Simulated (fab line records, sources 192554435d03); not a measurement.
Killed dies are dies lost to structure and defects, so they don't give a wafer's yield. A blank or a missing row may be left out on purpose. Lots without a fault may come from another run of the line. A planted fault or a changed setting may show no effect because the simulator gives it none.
Chamber matching | flow n5_finfet | N5_BEOL_M11_ALD_74 on ald_metal-01: 4 sister chambers
The step deposits TaN, target thk 2 nm, pulse time 2 s, purge time 3 s. 14 wafers are shown with their chamber, then 7 later ones without.

WAFERS WITH THEIR CHAMBER
wafer  | chamber | heater_power_w (W) | precursor_vessel_temp_c (C) | susceptor_temp_C (C)
L076.2 | 2       | 412                | 74.79                       | 274.93
L076.5 | 2       | 413                | 74.88                       | 274.83
L076.6 | 1       | 446                | 74.95                       | 275.13
L078.1 | 1       | 455                | 74.86                       | 274.97
L078.3 | 2       | 398                | 75.03                       | 275.09
L078.6 | 0       | 506                | 75.10                       | 275.09
L084.1 | 1       | 447                | 74.75                       | 274.97
L084.2 | 0       | 513                | 75.15                       | 275.17
L084.3 | 3       | 391                | 75.01                       | 274.75
L090.1 | 3       | 388                | 75.17                       | 274.96
L090.2 | 0       | 502                | 74.93                       | 274.68
L090.3 | 2       | 412                | 75.05                       | 275.24
L094.1 | 1       | 412                | 75.08                       | 275.48
L094.2 | 3       | 380                | 75.08                       | 274.95

SIGNATURES (means of the wafers above)
reading                 | chamber 0 | chamber 1 | chamber 2 | chamber 3 | scatter within a chamber
heater_power_w          | 507.00    | 440.00    | 408.75    | 386.33    | 11.7
precursor_vessel_temp_c | 75.0600   | 74.9100   | 74.9375   | 75.0867   | 0.12
susceptor_temp_C        | 274.9800  | 275.1375  | 275.0225  | 274.8867  | 0.209
Rule: a wafer's distance from a chamber is the root of the sum, over the readings, of the square of ((its reading less the chamber's mean) divided by the reading's scatter). The wafer belongs to the nearest chamber; if the next one is less than 2 further off, it can't be placed. The scatter: the root of (the sum of the squares of (reading less its chamber's mean) over the shown wafers, divided by (wafers less chambers)).

WAFERS WITHOUT THEIR CHAMBER
wafer  | heater_power_w (W) | precursor_vessel_temp_c (C) | susceptor_temp_C (C)
L094.5 | 479                | 74.97                       | 275.24
L093.3 | 366                | 74.94                       | 275.32
L093.4 | 375                | 74.86                       | 275.09
L093.5 | 375                | 74.90                       | 275.41
L096.1 | 416                | 75.01                       | 275.05
L096.2 | 369                | 75.00                       | 275.11
L096.6 | 480                | 75.15                       | 274.89

WHICH CHAMBER EACH WENT THROUGH
wafer  | from the rows above          | in truth
L094.5 | can't be placed: 0 or 1      | 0
L093.3 | can't be placed: 3 or 2      | 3
L093.4 | can't be placed: 3 or 2      | 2
L093.5 | can't be placed: 3 or 2      | 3
L096.1 | can't be placed: 2 or 1 or 3 | 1
L096.2 | can't be placed: 3 or 2      | 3
L096.6 | can't be placed: 0 or 1      | 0
Placed correctly: 0 of 7. Can't be placed from these rows: 7 (the true chamber is among the candidates in 7). Placed wrongly: 0.
